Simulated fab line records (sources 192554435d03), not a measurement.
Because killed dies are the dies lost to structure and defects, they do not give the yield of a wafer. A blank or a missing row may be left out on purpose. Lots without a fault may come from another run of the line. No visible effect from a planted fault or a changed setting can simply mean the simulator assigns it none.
One fault seen from 3 desks    flow n5-finfet    numbers are kept per desk, each desk with only its own; the story behind them comes last

THE METROLOGY DESK
What the gauges read for every lot (on any tool): the sampled wafers with a number, averaged. The brackets show how far a lot's mean lies from the usual mean; more than 4 standard deviations puts the lot out of limits, marked OUT. 7 of its 12 readings are shown, namely those furthest out on some lot.
Columns: A = SD_N_BLK_OVL at N5_SD_EPI_N_OVL_MEAS_10, usual 0.2 nm; B = DIBL_P at N5_BEOL_M4_RC_MEAS_101, usual 36.5 mV/V; C = IOFF_P at N5_BEOL_M4_RC_MEAS_101, usual 0.22 nA/um; D = ION_P at N5_BEOL_M4_RC_MEAS_101, usual 466 uA/um; E = SS_N at N5_BEOL_M4_RC_MEAS_101, usual 71.5 mV/dec; F = SS_P at N5_BEOL_M4_RC_MEAS_101, usual 73.2 mV/dec; G = VT_N at N5_BEOL_M4_RC_MEAS_101, usual 249 mV
lot   first seen here  A     B     C     D    E     F     G
L620  day 3 02:30      -0.9  38.3  0.27  473  71.6  73.8  247
L622  day 3 12:17      0.5   36.5  0.21  465  71.9  72.3  248
L630  day 5 14:53      0.1   36.7  0.21  466  71.5  73.1  250
L631  day 5 21:32      1.0   34.3  0.21  470  70.9  73.0  248
L632  day 6 04:10      1.0   35.7  0.21  466  71.4  73.1  252
L633  day 6 08:36      -0.4  36.8  0.24  470  72.3  73.9  249
Result from this desk: across the 6 lots, nothing is out of limits.

TOOL OWNER'S DESK, rie-diel-02
The tool's own readings at N5_SD_EPI_N_ETCH_16 (etches SiO2 in CHF3/O2, target depth 5 nm): means of the sampled wafers that have a number, for each lot that ran on this tool. The brackets show how far a lot's mean lies from the usual mean; more than 4 standard deviations puts the lot out of limits, marked OUT.
Columns: A = chamber-pressure-mTorr at N5_SD_EPI_N_ETCH_16, usual 30.001 mTorr; B = drypump-motor-current-A at N5_SD_EPI_N_ETCH_16, usual 5.9 A; C = oes-product-au at N5_SD_EPI_N_ETCH_16, usual 0.77 a.u.; D = rf-vpp-V at N5_SD_EPI_N_ETCH_16, usual 526 V; E = showerhead-plenum-p-Torr at N5_SD_EPI_N_ETCH_16, usual 2.44 Torr; F = throttle-valve-pct at N5_SD_EPI_N_ETCH_16, usual 18.83 %
lot   first seen here  A       B    C     D    E     F
L622  day 3 12:59      30.011  5.8  0.81  523  2.39  18.89
L631  day 5 22:15      29.996  6.0  0.72  527  2.50  18.73
L632  day 6 04:52      30.009  6.4  0.69  533  2.51  18.51
Result from this desk: across the 3 lots, nothing is out of limits.

THE DEFECT DESK
For each lot, the counts of the inspections along the route, averaged over the sampled wafers that have a number. The brackets show how far a lot's mean lies from the usual mean; more than 4 standard deviations puts the lot out of limits, marked OUT.
Columns: A = raw-defect-count at N5_SD_EPI_N_INSPECT_11, usual 1.9
lot   first seen here  A
L620  day 3 02:33      0.3
L622  day 3 12:21      2.7
L630  day 5 14:56      1.7
L631  day 5 21:36      1.3
L632  day 6 04:13      1.7
L633  day 6 08:39      1.7
Result from this desk: across the 6 lots, nothing is out of limits.

PUT TOGETHER
Nothing out of limits was seen by the metrology desk.
The tool owner's desk saw nothing out of limits.
No out-of-limits result turned up at the defect desk.

WHAT THE SIMULATOR HAD INSERTED
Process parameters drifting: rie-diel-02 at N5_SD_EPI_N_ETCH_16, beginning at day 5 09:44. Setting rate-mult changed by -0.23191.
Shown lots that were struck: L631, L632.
